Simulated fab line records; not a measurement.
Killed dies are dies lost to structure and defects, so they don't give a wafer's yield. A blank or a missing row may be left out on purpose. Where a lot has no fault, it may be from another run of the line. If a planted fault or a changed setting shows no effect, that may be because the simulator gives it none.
fab line records	flow n5Finfet
record: lots: 12	wafers: 36	lastDay: 17
route steps=1938 shown BEOL_M5@1173 PASSIVATION@1936
lots that met no fault: from a run of the same line without faults
startH: hours from the record's opening day to when the first of the lot's shown wafers began	waitH: hours elapsed since this lot's preceding step	" unchanged from the row above	L1.1+2: several wafers, shown together as one row	- either no value or no given start	* or withheld: withheld	< > ~ a bound
route shown NAME@n: NAME is a module with steps in the file, n the number in the route of the first one	usual: mean/standard deviation of fault-free wafers	same: alike in all rows	chamber/n: place in a boat	sites: the reading at each site	_std_site: how widely they spread, as a standard deviation	_edge_site: mean of outer sites minus mean of inner sites	radiusMm: for every site, how far away it sits from the centre of the wafer	mask NAME#n: copy n	behind: the most recent tool/chamber to have shaped the wafer	hold: the reason the lot was held/the length of the hold in hours/how it ended	device: names the non-switching transistor (n, p or np)	end of line: the tests these same wafers got at the end of their route	a step without rows: its recipe alone	killed: at the first sort, the dies lost to defects and structure; wafer yield is something else	map: dies across one wafer; x = killed, . = not, _ = none there
set.NAME: setting as actually run; set.NAME@STEP: the setting as run at that earlier step	model.NAME: the simulator's own value behind a step, which no gauge read
route steps across a sampled set of lots; one table per step, one row per wafer
services: when a tool's chamber went out of use (startH, in hours from the record's first day, below 0 if earlier), for how many hours, and the reason
== steps ==
step: N5_BEOL_M5_SURFACE_TREAT_87
recipe: gas: Ar	timeS: *	ionEnergyEv: *	ionCurrentMaCm2: 0.5	pressureMtorr: *	arFlowSccm: 30
usual: throttleValvePct: *
lot.wafer	tool	chamber	startH	waitH	throttleValvePct
L273.1	pvdSputter-02	-	188.16	0.1	*
L273.2	"	-	"	"	*
L273.3	"	-	"	"	*
L274.1	pvdSputter-03	-	201.57	0.3	*
L274.5	"	-	"	"	*
L274.6	"	-	"	"	*
L275.1	pvdSputter-02	-	208.95	0.5	*
L275.3	"	-	"	"	*
L275.4	"	-	"	"	*
L277.3	pvdSputter-01	-	215.80	0.1	*
L277.4	"	-	"	"	*
L277.6	"	-	"	"	*
L278.2	pvdSputter-03	-	216.35	0.3	*
L278.3	"	-	"	"	*
L278.4	"	-	"	"	*
L279.1	pvdSputter-01	-	221.41	0.2	*
L279.3	"	-	"	"	*
L279.5	"	-	"	"	*
L280.1	pvdSputter-02	-	231.00	0.3	*
L280.4	"	-	"	"	*
L280.6	"	-	"	"	*
L282.2	pvdSputter-02	-	242.37	1.7	*
L282.5	"	-	"	"	*
L282.6	"	-	"	"	*
L283.1	pvdSputter-01	-	261.79	0.2	*
L283.4	"	-	"	"	*
L283.5	"	-	"	"	*
L284.1	pvdSputter-03	-	266.50	0.2	*
L284.4	"	-	"	"	*
L284.6	"	-	"	"	*
L287.1	pvdSputter-02	-	278.78	0.2	*
L287.2	"	-	"	"	*
L287.6	"	-	"	"	*
L289.1	pvdSputter-01	-	288.62	0.3	*
L289.2	"	-	"	"	*
L289.3	"	-	"	"	*
step: N5_BEOL_M5_CVD_47
recipe: material: Co	targetThkA: 30	tempC: withheld	precursor: CCTBA/H2	pressureTorr: 30	timeS: 216
usual: runLengthS: 238.7/0.59
lot.wafer	tool	chamber	startH	waitH	runLengthS
L273.1	cvdCo-01	2	188.24	0.1	238.9
L273.2	"	0	"	"	238.1
L273.3	"	1	"	"	238.1
L274.1	cvdCo-02	2	201.86	0.3	239.3
L274.5	"	2	"	"	239.2
L274.6	"	0	"	"	238.0
L275.1	cvdCo-02	2	209.01	0.0	239.7
L275.3	"	1	"	"	239.3
L275.4	"	2	"	"	239.3
L277.3	cvdCo-01	0	215.86	0.0	238.4
L277.4	"	0	"	"	238.3
L277.6	"	1	"	"	238.5
L278.2	cvdCo-01	1	216.50	0.1	238.3
L278.3	"	2	"	"	239.4
L278.4	"	1	"	"	238.2
L279.1	cvdCo-01	1	221.47	0.0	237.8
L279.3	"	2	"	"	239.4
L279.5	"	2	"	"	238.8
L280.1	cvdCo-01	0	231.06	0.0	238.7
L280.4	"	1	"	"	238.2
L280.6	"	2	"	"	239.0
L282.2	cvdCo-02	1	242.45	0.1	239.3
L282.5	"	1	"	"	239.2
L282.6	"	2	"	"	239.6
L283.1	cvdCo-01	2	261.92	0.1	239.8
L283.4	"	1	"	"	238.0
L283.5	"	0	"	"	238.5
L284.1	cvdCo-02	0	266.57	0.0	238.0
L284.4	"	1	"	"	239.3
L284.6	"	0	"	"	238.2
L287.1	cvdCo-01	2	278.87	0.1	339.2
L287.2	"	0	"	"	238.6
L287.6	"	1	"	"	337.3
L289.1	cvdCo-01	1	288.68	0.0	337.2
L289.2	"	2	"	"	239.3
L289.3	"	0	"	"	238.2
step: N5_BEOL_M5_ANNEAL_82
recipe: tempC: 400	timeS: 1800	ambient: vacuum
usual: heaterPowerW: 815/100
lot.wafer	tool	chamber	startH	waitH	heaterPowerW
L273.1	pvdSputter-03	-	189.67	0.0	831
L273.2	"	-	"	"	869
L273.3	"	-	"	"	870
L274.1	pvdSputter-01	-	203.19	0.0	621
L274.5	"	-	"	"	718
L274.6	"	-	"	"	938
L275.1	pvdSputter-02	-	210.40	0.0	745
L275.3	"	-	"	"	732
L275.4	"	-	"	"	930
L277.3	pvdSputter-01	-	217.21	0.0	929
L277.4	"	-	"	"	610
L277.6	"	-	"	"	948
L278.2	pvdSputter-03	-	217.82	0.0	851
L278.3	"	-	"	"	870
L278.4	"	-	"	"	905
L279.1	pvdSputter-02	-	222.79	0.0	919
L279.3	"	-	"	"	782
L279.5	"	-	"	"	718
L280.1	pvdSputter-02	-	232.41	0.0	913
L280.4	"	-	"	"	726
L280.6	"	-	"	"	898
L282.2	pvdSputter-03	-	243.89	0.0	913
L282.5	"	-	"	"	866
L282.6	"	-	"	"	933
L283.1	pvdSputter-02	-	263.39	0.0	784
L283.4	"	-	"	"	889
L283.5	"	-	"	"	906
L284.1	pvdSputter-02	-	267.98	0.0	760
L284.4	"	-	"	"	893
L284.6	"	-	"	"	718
L287.1	pvdSputter-01	-	280.27	0.0	921
L287.2	"	-	"	"	727
L287.6	"	-	"	"	933
L289.1	pvdSputter-01	-	290.13	0.0	715
L289.2	"	-	"	"	611
L289.3	"	-	"	"	938
step: N5_BEOL_M5_ANNEAL_84
recipe: tempC: 400	timeS: 1800	ambient: vacuum
usual: heaterPowerW: 814/100
lot.wafer	tool	chamber	startH	waitH	heaterPowerW
L273.1	pvdSputter-03	-	190.76	0.0	839
L273.2	"	-	"	"	862
L273.3	"	-	"	"	895
L274.1	pvdSputter-01	-	204.28	0.0	608
L274.5	"	-	"	"	698
L274.6	"	-	"	"	928
L275.1	pvdSputter-02	-	211.48	0.0	757
L275.3	"	-	"	"	710
L275.4	"	-	"	"	886
L277.3	pvdSputter-01	-	218.29	0.0	894
L277.4	"	-	"	"	597
L277.6	"	-	"	"	934
L278.2	pvdSputter-03	-	218.90	0.0	832
L278.3	"	-	"	"	872
L278.4	"	-	"	"	895
L279.1	pvdSputter-02	-	223.88	0.0	911
L279.3	"	-	"	"	789
L279.5	"	-	"	"	730
L280.1	pvdSputter-02	-	233.49	0.0	880
L280.4	"	-	"	"	706
L280.6	"	-	"	"	903
L282.2	pvdSputter-03	-	244.98	0.0	900
L282.5	"	-	"	"	861
L282.6	"	-	"	"	878
L283.1	pvdSputter-02	-	264.48	0.0	784
L283.4	"	-	"	"	902
L283.5	"	-	"	"	912
L284.1	pvdSputter-02	-	269.06	0.0	757
L284.4	"	-	"	"	918
L284.6	"	-	"	"	722
L287.1	pvdSputter-01	-	281.35	0.0	939
L287.2	"	-	"	"	710
L287.6	"	-	"	"	946
L289.1	pvdSputter-01	-	291.21	0.0	724
L289.2	"	-	"	"	613
L289.3	"	-	"	"	953
step: N5_PASSIVATION_PROBE_49
usual: defectLimitedYield: 91.2/1.5	killed_at_M0_to_M3: 32/9.6	killed_at_M4_up: 13/5.3	killedAtContacts: 13/6.7	killedAtFrontEnd: 42/11	killedAtOther: 3.8/2.9	killedDies: 103/17	killedOnRim: 14/4.4	killedOpen: 67/13	killedShort: 35/7.9	sort_bin_5_function: 5.2/0.94	sort_bin_6_memory: 3.3/0.64	sortNPass: 1077/17	sortYieldPct: 91.2/1.5
same: grossDies: 1180	killedAtBackSide: 0	sort_bin_4_leakage[%]: 0	sort_bin_8_speed[%]: 0
lot.wafer	tool	chamber	startH	waitH	defectLimitedYield[%]	killed_at_M0_to_M3	killed_at_M4_up	killedAtContacts	killedAtFrontEnd	killedAtOther	killedDies	killedOnRim	killedOpen	killedShort	sort_bin_5_function[%]	sort_bin_6_memory[%]	sortNPass	sortYieldPct[%]
L273.1	prober-01	-	291.83	0.0	91.1	31	9	7	57	1	105	9	59	46	5.6	3.0	1075	91.1
L273.2	prober-01	-	291.88	0.1	90.8	40	13	11	38	6	108	11	68	37	5.3	3.6	1072	90.8
L273.3	prober-01	-	291.93	0.1	92.5	32	8	9	39	0	88	9	60	28	4.7	2.4	1092	92.5
L274.1	prober-01	-	293.80	0.0	91.7	25	22	9	42	0	98	12	73	25	5.1	3.1	1082	91.7
L274.5	prober-01	-	294.00	0.2	87.3	37	19	20	71	3	150	19	106	44	8.5	4.0	1030	87.3
L274.6	prober-01	-	294.05	0.3	92.1	24	7	8	50	4	93	11	58	35	4.6	3.2	1087	92.1
L275.1	prober-02	-	308.96	0.0	91.0	32	22	9	38	5	106	21	79	25	5.7	3.1	1074	91.0
L275.3	prober-02	-	309.06	0.1	91.1	24	25	10	43	3	105	12	72	28	4.3	4.2	1075	91.1
L275.4	prober-02	-	309.11	0.2	92.1	13	20	6	53	1	93	15	59	34	4.7	2.9	1087	92.1
L278.2	prober-02	-	318.19	0.1	90.8	32	14	12	51	0	109	15	73	36	6.4	2.8	1071	90.8
L278.3	prober-02	-	318.24	0.1	89.1	44	21	25	38	1	129	23	88	41	6.4	4.2	1051	89.1
L278.4	prober-02	-	318.29	0.2	89.2	31	20	6	69	2	128	27	93	35	5.8	4.8	1052	89.2
L277.3	prober-01	-	318.47	0.1	92.1	29	13	19	31	1	93	11	63	30	4.3	3.2	1087	92.1
L277.4	prober-01	-	318.52	0.2	95.1	9	8	7	31	3	58	8	38	19	2.5	2.3	1122	95.1
L277.6	prober-01	-	318.62	0.3	93.6	24	8	6	35	3	76	6	48	26	4.2	2.2	1104	93.6
L279.1	prober-02	-	320.12	0.0	90.4	30	19	20	40	4	113	14	65	45	5.8	3.4	1067	90.4
L279.3	prober-02	-	320.22	0.1	91.8	38	12	10	32	5	97	14	63	33	5.0	2.8	1083	91.8
L279.5	prober-02	-	320.32	0.2	89.2	38	21	22	42	5	128	18	87	37	7.0	3.6	1052	89.2
L280.1	prober-02	-	328.34	0.0	93.2	11	8	15	44	2	80	8	54	26	3.8	2.6	1100	93.2
L280.4	prober-02	-	328.49	0.2	91.4	25	17	22	34	4	102	11	72	29	4.8	3.5	1078	91.4
L280.6	prober-02	-	328.59	0.3	91.1	41	11	10	36	7	105	17	71	32	5.6	3.1	1075	91.1
L282.2	prober-01	-	346.21	0.1	91.6	25	11	5	51	7	99	10	74	25	5.2	3.0	1081	91.6
L282.5	prober-01	-	346.36	0.2	91.6	22	12	9	47	9	99	8	63	35	5.3	3.0	1081	91.6
L282.6	prober-01	-	346.41	0.3	90.4	37	8	9	50	9	113	17	75	37	5.5	3.9	1067	90.4
L283.1	prober-02	-	358.25	0.0	90.8	53	9	5	34	7	108	18	68	40	5.1	3.7	1072	90.8
L283.4	prober-02	-	358.40	0.2	92.0	39	11	4	36	4	94	16	60	32	4.9	2.8	1086	92.0
L283.5	prober-02	-	358.45	0.2	93.1	34	6	5	35	2	82	12	47	34	4.5	2.1	1098	93.1
L284.1	prober-01	-	367.03	0.0	91.9	29	14	10	36	7	96	13	63	33	4.4	3.5	1084	91.9
L284.4	prober-01	-	367.18	0.2	94.2	14	13	16	25	1	69	9	48	20	3.6	2.1	1111	94.2
L284.6	prober-01	-	367.28	0.3	92.8	12	13	14	37	9	85	10	53	31	4.2	2.9	1095	92.8
L287.1	prober-01	-	378.37	0.0	88.7	45	12	6	56	14	133	20	86	45	5.6	4.8	1047	88.7
L287.2	prober-01	-	378.42	0.1	88.9	54	13	12	47	5	131	23	86	45	6.1	4.4	1049	88.9
L287.6	prober-01	-	378.62	0.3	89.2	39	21	12	49	6	127	15	89	38	6.7	3.6	1053	89.2
L289.1	prober-01	-	402.21	0.0	88.7	46	14	15	49	9	133	20	75	55	6.5	4.2	1047	88.7
L289.2	prober-01	-	402.26	0.1	95.4	15	12	7	17	3	54	10	37	16	3.1	1.4	1126	95.4
L289.3	prober-01	-	402.31	0.1	92.0	21	16	17	36	4	94	4	64	28	4.5	3.1	1086	92.0
killed by level:class
L273.1 FIN_SAQP:geometricParticle:short=17 FIN_SAQP:geometricParticle:open=15 BEOL_M2:geometricParticle:open=11 DUMMY_GATE:geometricParticle:open=6 MOL_CONTACT_COAG:geometricParticle:open=6 GATE_CUT:geometricParticle:short=5 BEOL_M0_SAQP:geometricParticle:short=5 BEOL_M2:geometricParticle:short=5
L273.2 BEOL_M0_SAQP:geometricParticle:open=10 BEOL_M3:geometricParticle:open=10 FIN_SAQP:geometricParticle:open=9 MOL_CONTACT_COAG:geometricParticle:open=9 DUMMY_GATE:geometricParticle:open=6 BEOL_M0_SAQP:geometricParticle:short=6 BEOL_M2:geometricParticle:open=6 FIN_SAQP:geometricParticle:short=5
L273.3 FIN_SAQP:geometricParticle:open=12 BEOL_M0_SAQP:geometricParticle:open=10 FIN_SAQP:geometricParticle:short=8 DUMMY_GATE:geometricParticle:open=7 MOL_CONTACT_COAG:geometricParticle:open=6 BEOL_M3:geometricParticle:open=6 BEOL_M0_SAQP:geometricParticle:short=5 BEOL_M1:geometricParticle:open=4
L274.1 STI_FIN_REVEAL:geometricParticle:open=21 BEOL_M4:geometricParticle:open=17 BEOL_M2:geometricParticle:open=10 MOL_CONTACT_COAG:geometricParticle:open=8 STI_FIN_REVEAL:geometricParticle:short=5 FIN_SAQP:geometricParticle:open=3 FIN_SAQP:geometricParticle:short=3 GATE_CUT:geometricParticle:short=3
L274.5 STI_FIN_REVEAL:geometricParticle:open=27 FIN_SAQP:geometricParticle:open=16 BEOL_M4:geometricParticle:open=11 FIN_SAQP:geometricParticle:short=10 MOL_CONTACT_COAG:geometricParticle:open=10 MOL_CONTACT_COAG:geometricParticle:short=10 BEOL_M2:geometricParticle:open=8 BEOL_M3:geometricParticle:open=8
L274.6 FIN_SAQP:geometricParticle:short=12 FIN_SAQP:geometricParticle:open=12 STI_FIN_REVEAL:geometricParticle:open=10 BEOL_M3:geometricParticle:open=10 BEOL_M4:geometricParticle:open=6 MOL_CONTACT_COAG:geometricParticle:short=5 BEOL_M0_SAQP:geometricParticle:short=5 BEOL_M2:geometricParticle:open=4
L275.1 STI_FIN_REVEAL:geometricParticle:open=23 BEOL_M4:geometricParticle:open=12 BEOL_M2:geometricParticle:open=9 MOL_CONTACT_COAG:geometricParticle:open=7 BEOL_M0:geometricParticle:open=7 BEOL_M4:geometricParticle:short=5 BEOL_M1:geometricParticle:open=5 BEOL_M3:geometricParticle:open=4
L275.3 STI_FIN_REVEAL:geometricParticle:open=16 BEOL_M4:geometricParticle:open=10 MOL_CONTACT_COAG:geometricParticle:open=9 DUMMY_GATE:geometricParticle:open=6 BEOL_M0_SAQP:geometricParticle:short=6 STI_FIN_REVEAL:geometricParticle:short=5 BEOL_M0_SAQP:geometricParticle:open=5 BEOL_M1:geometricParticle:open=5
L275.4 STI_FIN_REVEAL:geometricParticle:open=15 DUMMY_GATE:geometricParticle:open=8 BEOL_M4:geometricParticle:short=8 FIN_SAQP:geometricParticle:short=6 STARTING-WAFER:geometricParticle:open=6 FIN_SAQP:geometricParticle:open=5 STI_FIN_REVEAL:geometricParticle:short=5 BEOL_M0:geometricParticle:open=5
L278.2 FIN_SAQP:geometricParticle:open=11 STI_FIN_REVEAL:geometricParticle:open=11 FIN_SAQP:geometricParticle:short=10 MOL_CONTACT_COAG:geometricParticle:open=10 BEOL_M2:geometricParticle:open=8 BEOL_M0_SAQP:geometricParticle:short=7 BEOL_M3:geometricParticle:open=7 BEOL_M4:geometricParticle:open=7
L278.3 MOL_CONTACT_COAG:geometricParticle:open=19 BEOL_M4:geometricParticle:open=14 BEOL_M0_SAQP:geometricParticle:open=10 FIN_SAQP:geometricParticle:short=8 BEOL_M0_SAQP:geometricParticle:short=8 BEOL_M3:geometricParticle:open=8 BEOL_M2:geometricParticle:open=7 MOL_CONTACT_COAG:geometricParticle:short=6
L278.4 FIN_SAQP:geometricParticle:open=20 DUMMY_GATE:geometricParticle:open=14 FIN_SAQP:geometricParticle:short=12 BEOL_M4:geometricParticle:open=10 BEOL_M3:geometricParticle:open=9 BEOL_M2:geometricParticle:open=8 BEOL_M0_SAQP:geometricParticle:open=7 MOL_CONTACT_COAG:geometricParticle:open=6
L277.3 MOL_CONTACT_COAG:geometricParticle:open=14 FIN_SAQP:geometricParticle:open=7 FIN_SAQP:geometricParticle:short=5 GATE_CUT:geometricParticle:open=5 MOL_CONTACT_COAG:geometricParticle:short=5 BEOL_M1:geometricParticle:open=5 BEOL_M2:geometricParticle:open=5 BEOL_M3:geometricParticle:open=5
L277.4 FIN_SAQP:geometricParticle:open=7 STI_FIN_REVEAL:geometricParticle:open=6 FIN_SAQP:geometricParticle:short=5 MOL_CONTACT_COAG:geometricParticle:open=5 BEOL_M4:geometricParticle:open=3 STARTING-WAFER:geometricParticle:short=3 STARTING-WAFER:geometricParticle:open=3 DUMMY_GATE:geometricParticle:open=2
L277.6 FIN_SAQP:geometricParticle:open=9 MOL_CONTACT_COAG:geometricParticle:open=6 FIN_SAQP:geometricParticle:short=5 BEOL_M0_SAQP:geometricParticle:open=5 BEOL_M0_SAQP:geometricParticle:short=4 GATE_CUT:geometricParticle:short=4 BEOL_M4:geometricParticle:open=4 BEOL_M1:geometricParticle:open=4
L279.1 MOL_CONTACT_COAG:geometricParticle:open=14 FIN_SAQP:geometricParticle:short=12 BEOL_M0_SAQP:geometricParticle:short=10 BEOL_M3:geometricParticle:open=8 STI_FIN_REVEAL:geometricParticle:open=7 FIN_SAQP:geometricParticle:open=6 MOL_CONTACT_COAG:geometricParticle:short=6 BEOL_M0_SAQP:geometricParticle:open=6
L279.3 BEOL_M0_SAQP:geometricParticle:short=10 MOL_CONTACT_COAG:geometricParticle:open=9 BEOL_M3:geometricParticle:open=8 BEOL_M0_SAQP:geometricParticle:open=7 FIN_SAQP:geometricParticle:open=4 STI_FIN_REVEAL:geometricParticle:open=4 GATE_CUT:geometricParticle:short=4 BEOL_M1:geometricParticle:short=4
L279.5 MOL_CONTACT_COAG:geometricParticle:open=20 BEOL_M4:geometricParticle:open=11 BEOL_M1:geometricParticle:open=9 STI_FIN_REVEAL:geometricParticle:open=8 BEOL_M0_SAQP:geometricParticle:short=8 FIN_SAQP:geometricParticle:short=7 BEOL_M0_SAQP:geometricParticle:open=6 BEOL_M3:geometricParticle:open=5
L280.1 FIN_SAQP:geometricParticle:open=13 MOL_CONTACT_COAG:geometricParticle:open=13 STI_FIN_REVEAL:geometricParticle:open=10 BEOL_M0_SAQP:geometricParticle:short=5 FIN_SAQP:geometricParticle:short=4 DUMMY_GATE:geometricParticle:open=4 STI_FIN_REVEAL:geometricParticle:short=3 GATE_CUT:geometricParticle:short=2
L280.4 MOL_CONTACT_COAG:geometricParticle:open=21 FIN_SAQP:geometricParticle:open=10 BEOL_M4:geometricParticle:open=9 FIN_SAQP:geometricParticle:short=7 STARTING-WAFER:geometricParticle:short=5 BEOL_M0_SAQP:geometricParticle:open=4 BEOL_M3:geometricParticle:open=4 BEOL_M0_SAQP:geometricParticle:short=3
L280.6 FIN_SAQP:geometricParticle:open=11 FIN_SAQP:geometricParticle:short=9 STI_FIN_REVEAL:geometricParticle:open=8 MOL_CONTACT_COAG:geometricParticle:open=8 BEOL_M0_SAQP:geometricParticle:open=8 BEOL_M0_SAQP:geometricParticle:short=7 BEOL_M3:geometricParticle:open=6 BEOL_M4:geometricParticle:open=5
L282.2 STI_FIN_REVEAL:geometricParticle:open=15 BEOL_M1:geometricParticle:open=11 FIN_SAQP:geometricParticle:open=9 DUMMY_GATE:geometricParticle:open=7 BEOL_M0_SAQP:geometricParticle:short=6 BEOL_M0_SAQP:geometricParticle:open=5 MOL_CONTACT_COAG:geometricParticle:open=5 ILD0:geometricParticle:short=4
L282.5 STI_FIN_REVEAL:geometricParticle:open=15 BEOL_M3:geometricParticle:open=9 FIN_SAQP:geometricParticle:short=8 MOL_CONTACT_COAG:geometricParticle:open=7 BEOL_M4:geometricParticle:open=5 FIN_SAQP:geometricParticle:open=4 DUMMY_GATE:geometricParticle:open=4 GATE_CUT:geometricParticle:short=4
L282.6 STI_FIN_REVEAL:geometricParticle:open=27 BEOL_M0_SAQP:geometricParticle:short=15 BEOL_M0_SAQP:geometricParticle:open=13 MOL_CONTACT_COAG:geometricParticle:open=8 FIN_SAQP:geometricParticle:short=6 BEOL_M1:geometricParticle:open=6 BEOL_M7:geometricParticle:open=4 STI_FIN_REVEAL:geometricParticle:short=3
L283.1 BEOL_M0_SAQP:geometricParticle:open=21 BEOL_M3:geometricParticle:open=13 BEOL_M0_SAQP:geometricParticle:short=9 DUMMY_GATE:geometricParticle:open=6 GATE_CUT:geometricParticle:short=6 FIN_SAQP:geometricParticle:short=4 FIN_SAQP:geometricParticle:open=4 DUMMY_GATE:geometricParticle:short=3
L283.4 STI_FIN_REVEAL:geometricParticle:open=12 FIN_SAQP:geometricParticle:open=7 BEOL_M1:geometricParticle:open=7 BEOL_M3:geometricParticle:open=7 BEOL_M0_SAQP:geometricParticle:short=6 GATE_CUT:geometricParticle:short=4 MOL_CONTACT_COAG:geometricParticle:open=4 BEOL_M0_SAQP:geometricParticle:open=4
L283.5 BEOL_M0_SAQP:geometricParticle:short=11 GATE_CUT:geometricParticle:open=7 BEOL_M0_SAQP:geometricParticle:open=7 BEOL_M3:geometricParticle:open=6 DUMMY_GATE:geometricParticle:short=5 MOL_CONTACT_COAG:geometricParticle:open=5 FIN_SAQP:geometricParticle:open=4 DUMMY_GATE:geometricParticle:open=4
L284.1 BEOL_M3:geometricParticle:open=12 STI_FIN_REVEAL:geometricParticle:open=11 MOL_CONTACT_COAG:geometricParticle:open=8 BEOL_M0_SAQP:geometricParticle:short=6 DUMMY_GATE:geometricParticle:open=6 BEOL_M4:geometricParticle:open=6 BEOL_M3:geometricParticle:short=5 STARTING-WAFER:geometricParticle:open=5
L284.4 MOL_CONTACT_COAG:geometricParticle:open=12 STI_FIN_REVEAL:geometricParticle:open=8 BEOL_M3:geometricParticle:open=6 BEOL_M4:geometricParticle:open=6 MOL_CONTACT_COAG:geometricParticle:short=4 DUMMY_GATE:geometricParticle:open=3 STARTING-WAFER:geometricParticle:open=3 FIN_SAQP:geometricParticle:short=2
L284.6 MOL_CONTACT_COAG:geometricParticle:open=11 FIN_SAQP:geometricParticle:open=8 FIN_SAQP:geometricParticle:short=8 DUMMY_GATE:geometricParticle:open=6 BEOL_M4:geometricParticle:open=5 BEOL_M2:geometricParticle:open=4 PASS1_DEP:geometricParticle:open=4 STI_FIN_REVEAL:geometricParticle:open=3
L287.1 FIN_SAQP:geometricParticle:open=24 BEOL_M3:geometricParticle:open=13 FIN_SAQP:geometricParticle:short=10 BEOL_M1:geometricParticle:open=10 STI_FIN_REVEAL:geometricParticle:open=8 BEOL_M3:geometricParticle:short=7 MOL_CONTACT_COAG:geometricParticle:open=5 PAD_METAL:geometricParticle:short=5
L287.2 STI_FIN_REVEAL:geometricParticle:open=22 BEOL_M1:geometricParticle:open=21 BEOL_M0:geometricParticle:short=11 FIN_SAQP:geometricParticle:open=10 BEOL_M0_SAQP:geometricParticle:short=8 MOL_CONTACT_COAG:geometricParticle:open=7 BEOL_M5:geometricParticle:open=6 MOL_CONTACT_COAG:geometricParticle:short=5
L287.6 FIN_SAQP:geometricParticle:open=16 BEOL_M1:geometricParticle:open=13 MOL_CONTACT_COAG:geometricParticle:open=11 FIN_SAQP:geometricParticle:short=10 BEOL_M2:geometricParticle:open=8 BEOL_M4:geometricParticle:open=8 GATE_CUT:geometricParticle:short=5 BEOL_M0_SAQP:geometricParticle:short=5
L289.1 MOL_CONTACT_COAG:geometricParticle:open=13 BEOL_M0_SAQP:geometricParticle:open=13 BEOL_M1:geometricParticle:open=11 FIN_SAQP:geometricParticle:short=10 GATE_CUT:geometricParticle:short=10 BEOL_M0_SAQP:geometricParticle:short=7 STI_FIN_REVEAL:geometricParticle:short=6 BEOL_M2:geometricParticle:open=6
L289.2 MOL_CONTACT_COAG:geometricParticle:open=6 STI_FIN_REVEAL:geometricParticle:open=4 BEOL_M2:geometricParticle:open=4 STARTING-WAFER:geometricParticle:short=4 BEOL_M4:geometricParticle:open=3 BEOL_M8:geometricParticle:open=3 FIN_SAQP:geometricParticle:open=2 FIN_SAQP:geometricParticle:short=2
L289.3 MOL_CONTACT_COAG:geometricParticle:open=14 FIN_SAQP:geometricParticle:open=8 FIN_SAQP:geometricParticle:short=8 STI_FIN_REVEAL:geometricParticle:open=6 BEOL_M4:geometricParticle:open=6 BEOL_M2:geometricParticle:open=6 BEOL_M0_SAQP:geometricParticle:open=5 BEOL_M5:geometricParticle:open=5
== services ==
tool	chamber	startH	hours	kind
cvdCo-01	-	201.25	2.8	pm
cvdCo-02	0	240.22	3.9	repair
cvdCo-01	-	263.83	0.6	repair
pvdSputter-03	-	271.86	1.3	repair
== key ==
firstSign: step: N5_BEOL_M5_CVD_47	reading: runLengthS	direction: up	sigmas: 99+	usual: *	struck: *
effect none on later readings
metAt N5_BEOL_M5_CVD_47
struckLots L287,L289
struckWafers L287.1,L287.6,L289.1
notActingAt N5_BEOL_M5_SURFACE_TREAT_87,N5_BEOL_M5_ANNEAL_82,N5_BEOL_M5_ANNEAL_84
onsetBetween 261.92 278.87
fault: kind: processParameterDrift	tool: cvdCo-01	chamber: -	onsetH: 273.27	steps: N5_BEOL_M5_CVD_47	channel: timeS	offset: *	shape: step	endH: 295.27	scope: struckWafersOnly	actsIn: *	stated: *
